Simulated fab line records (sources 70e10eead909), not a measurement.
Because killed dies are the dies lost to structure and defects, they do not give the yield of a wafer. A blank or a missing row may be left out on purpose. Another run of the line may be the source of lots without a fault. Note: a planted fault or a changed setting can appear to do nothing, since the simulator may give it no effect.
What tool caused it? :: flow nand_harc :: 30 wafers from 10 lots sampled at 5 of the route's 1302 steps

WHAT THE GAUGES SHOWED, per wafer
NHARC_A_CHANNEL_HOLE_D1_CD_MEAS_30.
lot: L548
measured: day 9 22:37
on: cd_sem-03
cd_nm (nm): 90.5 90.3 89.6

lot: L550
measured: day 11 08:27
on: cd_sem-03
cd_nm (nm): 90.1 89.5 89.6

lot: L553
measured: day 12 09:13
on: cd_sem-02
cd_nm (nm): 88.4 90.3 89.3

lot: L558
measured: day 14 16:35
on: cd_sem-02
cd_nm (nm): 88.3 89.3 88.6

lot: L559
measured: day 14 16:36
on: cd_sem-03
cd_nm (nm): 0.2 -0.2 -0.6

lot: L560
measured: day 14 20:46
on: cd_sem-02
cd_nm (nm): 0.4 -0.2 -0.1

lot: L562
measured: day 15 13:29
on: cd_sem-02
cd_nm (nm): 0.0 0.0 -0.2

lot: L565
measured: day 17 10:16
on: cd_sem-03
cd_nm (nm): 88.7 90.8 88.6

lot: L566
measured: day 17 14:28
on: cd_sem-03
cd_nm (nm): 89.5 89.0 89.7

lot: L567
measured: day 17 18:40
on: cd_sem-03
cd_nm (nm): 89.5 88.6 89.0

TOOL THAT RAN EACH LOT (tool first, then ch and the chambers of the sampled wafers, then the start)
lot: L548
NHARC_A_CHANNEL_HOLE_D1_DEP_00: acl_dep-02 ch 0, day 9 11:50
NHARC_A_CHANNEL_HOLE_D1_DESCUM_15: rie_diel-05 ch 0,1,3, day 9 14:29
NHARC_A_CHANNEL_HOLE_D1_ETCH_19: har_etch-01 ch 1, day 9 16:05
NHARC_A_CHANNEL_HOLE_D1_ETCH_20: har_etch-01 ch 1, day 9 16:14

lot: L550
NHARC_A_CHANNEL_HOLE_D1_DEP_00: acl_dep-02 ch 0, day 10 16:49
NHARC_A_CHANNEL_HOLE_D1_DESCUM_15: rie_diel-07 ch 2,3, day 10 19:38
NHARC_A_CHANNEL_HOLE_D1_ETCH_19: har_etch-02 ch 1, day 10 22:47
NHARC_A_CHANNEL_HOLE_D1_ETCH_20: har_etch-02 ch 1, day 10 23:00

lot: L553
NHARC_A_CHANNEL_HOLE_D1_DEP_00: acl_dep-03 ch 0, day 11 13:35
NHARC_A_CHANNEL_HOLE_D1_DESCUM_15: rie_diel-01 ch 0,1,3, day 11 16:30
NHARC_A_CHANNEL_HOLE_D1_ETCH_19: har_etch-02 ch 0, day 11 23:32
NHARC_A_CHANNEL_HOLE_D1_ETCH_20: har_etch-02 ch 0, day 11 23:46

lot: L558
NHARC_A_CHANNEL_HOLE_D1_DEP_00: acl_dep-03 ch 0, day 14 07:09
NHARC_A_CHANNEL_HOLE_D1_DESCUM_15: rie_diel-07 ch 2,3, day 14 09:44
NHARC_A_CHANNEL_HOLE_D1_ETCH_19: har_etch-01 ch 0,1, day 14 11:04
NHARC_A_CHANNEL_HOLE_D1_ETCH_20: har_etch-01 ch 0,1, day 14 11:13

lot: L559
NHARC_A_CHANNEL_HOLE_D1_DEP_00: acl_dep-02 ch 0, day 14 07:19
NHARC_A_CHANNEL_HOLE_D1_DESCUM_15: rie_diel-01 ch 0,2,3, day 14 09:53
NHARC_A_CHANNEL_HOLE_D1_ETCH_19: har_etch-02 ch 1, day 14 11:04
NHARC_A_CHANNEL_HOLE_D1_ETCH_20: har_etch-02 ch 1, day 14 11:11

lot: L560
NHARC_A_CHANNEL_HOLE_D1_DEP_00: acl_dep-01 ch 0, day 14 08:52
NHARC_A_CHANNEL_HOLE_D1_DESCUM_15: rie_diel-01 ch 0,1,3, day 14 11:22
NHARC_A_CHANNEL_HOLE_D1_ETCH_19: har_etch-01 ch 0,1, day 14 15:13
NHARC_A_CHANNEL_HOLE_D1_ETCH_20: har_etch-01 ch 0,1, day 14 15:20

lot: L562
NHARC_A_CHANNEL_HOLE_D1_DEP_00: acl_dep-02 ch 0, day 15 02:44
NHARC_A_CHANNEL_HOLE_D1_DESCUM_15: rie_diel-01 ch 1,2, day 15 05:15
NHARC_A_CHANNEL_HOLE_D1_ETCH_19: har_etch-02 ch 0,1, day 15 06:56
NHARC_A_CHANNEL_HOLE_D1_ETCH_20: har_etch-02 ch 0,1, day 15 07:03

lot: L565
NHARC_A_CHANNEL_HOLE_D1_DEP_00: acl_dep-03 ch 0, day 16 18:17
NHARC_A_CHANNEL_HOLE_D1_DESCUM_15: rie_diel-05 ch 0,2,3, day 16 21:20
NHARC_A_CHANNEL_HOLE_D1_ETCH_19: har_etch-01 ch 0,1, day 17 04:44
NHARC_A_CHANNEL_HOLE_D1_ETCH_20: har_etch-01 ch 0,1, day 17 04:51

lot: L566
NHARC_A_CHANNEL_HOLE_D1_DEP_00: acl_dep-02 ch 0, day 16 19:08
NHARC_A_CHANNEL_HOLE_D1_DESCUM_15: rie_diel-07 ch 1,2, day 16 21:40
NHARC_A_CHANNEL_HOLE_D1_ETCH_19: har_etch-01 ch 0,1, day 17 08:56
NHARC_A_CHANNEL_HOLE_D1_ETCH_20: har_etch-01 ch 0,1, day 17 09:05

lot: L567
NHARC_A_CHANNEL_HOLE_D1_DEP_00: acl_dep-02 ch 0, day 17 04:19
NHARC_A_CHANNEL_HOLE_D1_DESCUM_15: rie_diel-01 ch 0,1,2, day 17 06:50
NHARC_A_CHANNEL_HOLE_D1_ETCH_19: har_etch-01 ch 0,1, day 17 13:08
NHARC_A_CHANNEL_HOLE_D1_ETCH_20: har_etch-01 ch 0,1, day 17 13:17
- NHARC_A_CHANNEL_HOLE_D1_DEP_00: deposits aC, target thk 3100 nm.
- NHARC_A_CHANNEL_HOLE_D1_DESCUM_15: chemistry O2, time 3 s.
- NHARC_A_CHANNEL_HOLE_D1_ETCH_19: etches the open film in C4F8/O2/Ar, time 34.5 s.
- NHARC_A_CHANNEL_HOLE_D1_ETCH_20: etches the open film in C4F8/O2/Ar, time 361.9 s, target depth 1600 nm.

THE ANSWER, worked out from the rows above alone
Rule: the lots themselves supply what counts as usual. Put in order of their means at a reading, lots are off if they are a third of the lots or fewer, leave a main group of 4 or more, and stand apart from it by a gap of 3 or more times the standard deviation of the main group's means; of several such gaps the widest counts. The tables above print the reading to a certain number of digits; a main group whose means all agree to those digits is not used. Also off: a lot with no number at a reading for which 4 or more lots have one. All remaining lots with rows at the step are treated as sound.
Off: L559, L560, L562 (NHARC_A_CHANNEL_HOLE_D1_CD_MEAS_30, cd_nm). Main group: mean 89.4 nm, sd 0.42.
A tool fits if, at a process step before that reading, it ran every lot that is off, and no sound lot after the first of them. Those tools and the gauges at NHARC_A_CHANNEL_HOLE_D1_CD_MEAS_30 are tried in the same way. None of those tried fits.

WHAT WAS PUT IN BY THE SIMULATOR
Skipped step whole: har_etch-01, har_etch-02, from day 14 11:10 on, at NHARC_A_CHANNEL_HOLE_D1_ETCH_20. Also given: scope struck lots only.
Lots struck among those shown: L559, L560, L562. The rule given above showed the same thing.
